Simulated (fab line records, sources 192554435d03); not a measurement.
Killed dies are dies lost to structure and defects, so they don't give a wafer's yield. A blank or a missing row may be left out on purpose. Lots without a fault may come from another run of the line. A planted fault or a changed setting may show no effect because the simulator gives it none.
Split-lot experiment | flow n5_finfet | 7 lots, 39 wafers read, on a route of 1938 steps

THE SPLIT
At N5_PMOS_HMC_CHANNEL_EPI_FIN_RECESS_16 (chemistry HBr/Cl2, target Si, target depth 54 nm, time 18 s), the setting time_s was moved away from the recipe's 18 s on 18 of the 39 wafers read, by -3.8% to +7.8%. The other wafers ran this setting at the recipe's value.

FROM THE SPLIT TO THE READING: what the file shows between them, 4 steps
- N5_PMOS_HMC_CHANNEL_EPI_PRECLEAN_36: cleans in O3/DIW, time 45 s
- N5_PMOS_HMC_CHANNEL_EPI_PRECLEAN_18: cleans in DHF, time 30 s
- N5_PMOS_HMC_CHANNEL_EPI_SRD_39: time 30 s
- N5_PMOS_HMC_CHANNEL_EPI_CMP_21: polishes SiGe30, target thk 54 nm

THE READING
HMC_CMP_THK, in nm, at N5_PMOS_HMC_CHANNEL_EPI_THK_MEAS_22. Fault-free wafers of this fab line usually give 53.9 nm, standard deviation 0.76 nm.

wafer  | tool, chamber at the split | time_s as run, s | against the recipe | HMC_CMP_THK, nm | against lot-mates on the recipe
L081.1 | rie_si-06, 3               | 18               | recipe             | 53.7            | -
L081.2 | rie_si-06, 2               | 19.4             | +7.8%              | 57.3            | +3.4
L081.3 | rie_si-06, 1               | 19.4             | +7.8%              | 57.0            | +3.1
L081.4 | rie_si-06, 0               | 18               | recipe             | 54.7            | -
L081.5 | rie_si-06, 0               | 19.4             | +7.8%              | 58.8            | +4.9
L081.6 | rie_si-06, 1               | 18               | recipe             | 53.4            | -
L083.1 | rie_si-06, 1               | 18               | recipe             | 52.3            | -
L083.2 | rie_si-06, 3               | 18               | recipe             | 53.5            | -
L083.3 | rie_si-06, 2               | 18               | recipe             | 52.7            | -
L083.4 | rie_si-06, 0               | 18.92            | +5.1%              | 56.6            | +3.8
L083.5 | rie_si-06, 3               | 18.92            | +5.1%              | 55.8            | +3.0
L083.6 | rie_si-06, 0               | 18.92            | +5.1%              | 56.8            | +4.0
L084.1 | rie_si-04, 1               | 19.04            | +5.8%              | 57.8            | +3.9
L084.2 | rie_si-04, 2               | 18               | recipe             | 53.8            | -
L084.3 | rie_si-04, 3               | 19.04            | +5.8%              | 58.0            | +4.1
L084.4 | rie_si-04, 0               | 18               | recipe             | 54.2            | -
L084.5 | rie_si-04, 2               | 18               | recipe             | 53.8            | -
L084.6 | rie_si-04, 1               | 19.04            | +5.8%              | 57.6            | +3.7
L085.1 | rie_si-04, 3               | 18.42            | +2.3%              | 56.2            | +1.5
L085.2 | rie_si-04, 2               | 18.42            | +2.3%              | 56.0            | +1.3
L085.3 | rie_si-04, 1               | 18               | recipe             | 54.8            | -
L085.4 | rie_si-04, 0               | 18               | recipe             | 54.5            | -
L085.5 | rie_si-04, 2               | 18               | recipe             | 54.9            | -
L085.6 | rie_si-04, 3               | 18.42            | +2.3%              | 55.8            | +1.1
L087.3 | rie_si-04, 3               | 18               | recipe             | 54.4            | -
L087.4 | rie_si-04, 0               | 18               | recipe             | 53.8            | -
L087.6 | rie_si-04, 2               | 18               | recipe             | 54.2            | -
L088.1 | rie_si-04, 3               | 18               | recipe             | 54.1            | -
L088.2 | rie_si-04, 0               | 17.32            | -3.8%              | 52.1            | -2.3
L088.3 | rie_si-04, 2,1             | 17.32            | -3.8%              | 52.7            | -1.7
L088.4 | rie_si-04, 1               | 18               | recipe             | 54.5            | -
L088.5 | rie_si-04, 2               | 18               | recipe             | 54.6            | -
L088.6 | rie_si-04, 2,1             | 17.32            | -3.8%              | 52.9            | -1.5
L096.1 | rie_si-05, 2               | 18.73            | +4.1%              | 55.8            | +2.0
L096.2 | rie_si-05, 3               | 18               | recipe             | 53.5            | -
L096.3 | rie_si-05, 0               | 18.73            | +4.1%              | 57.1            | +3.3
L096.4 | rie_si-05, 1               | 18               | recipe             | 53.7            | -
L096.5 | rie_si-05, 2               | 18               | recipe             | 54.3            | -
L096.6 | rie_si-05, 3               | 18.73            | +4.1%              | 55.4            | +1.6
Where a row lists several chambers, the file gives one row for several wafers and doesn't say which wafer went through which chamber.

THE FIT
A straight line over all 39 wafers: HMC_CMP_THK changes by +0.506 nm for each +1% of time_s; r = +0.92; the points scatter about the line by 0.7 nm.
The same after taking each lot's own level away (the mean of its wafers on the recipe; 39 wafers): +0.559 nm for each +1%; r = +0.96; scatter 0.54 nm.
On that fit, the largest move of time_s shifts the reading by 4.3 nm.
The lots' own levels span 52.83 to 54.73 nm, that is 2.5 times the standard deviation above.
So the lot-to-lot level changes the slope little: the two slopes agree.
Check: with one of the wafers moved furthest among these (+7.8%) left out of the fit, the line predicts +4.58 nm for it against its lot-mates. It came out at +3.37 nm against them.

OTHER SPLITS ON THESE WAFERS
These wafers also went through other splits before the reading. Each is held against what the fit with the lots' levels taken away leaves over:
other split on the same wafers  | wafers away from the commonest value | r with HMC_CMP_THK (lot level and that fit taken away)
N5_WELL_APT_EPI_41 target_thk_a | 12                                   | -0.04

THE WHOLE CHAIN: every reading that the file lists as answering this split, in the file's order
step                                  | what it does                                                | reading                                                                                | change (the file's fit)              | r (the file's)
N5_PMOS_HMC_CHANNEL_EPI_FIN_RECESS_16 | chemistry HBr/Cl2, target Si, target depth 54 nm, time 18 s | etch.depth_nm (the simulator's own value, which no gauge read)                         | +0.58 nm for each +1% of the setting | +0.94
N5_PMOS_HMC_CHANNEL_EPI_FIN_RECESS_16 | chemistry HBr/Cl2, target Si, target depth 54 nm, time 18 s | PMOS_HMC_CHANNEL_EPI.feature_depth_nm (the simulator's own value, which no gauge read) | +0.58 nm for each +1% of the setting | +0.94
N5_PMOS_HMC_CHANNEL_EPI_THK_MEAS_22   |                                                             | HMC_CMP_THK                                                                            | +0.568 for each +1% of the setting   | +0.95

THE FILE'S OWN FIT
HMC_CMP_THK changes by +0.568 nm for each +1% of time_s, r = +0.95.
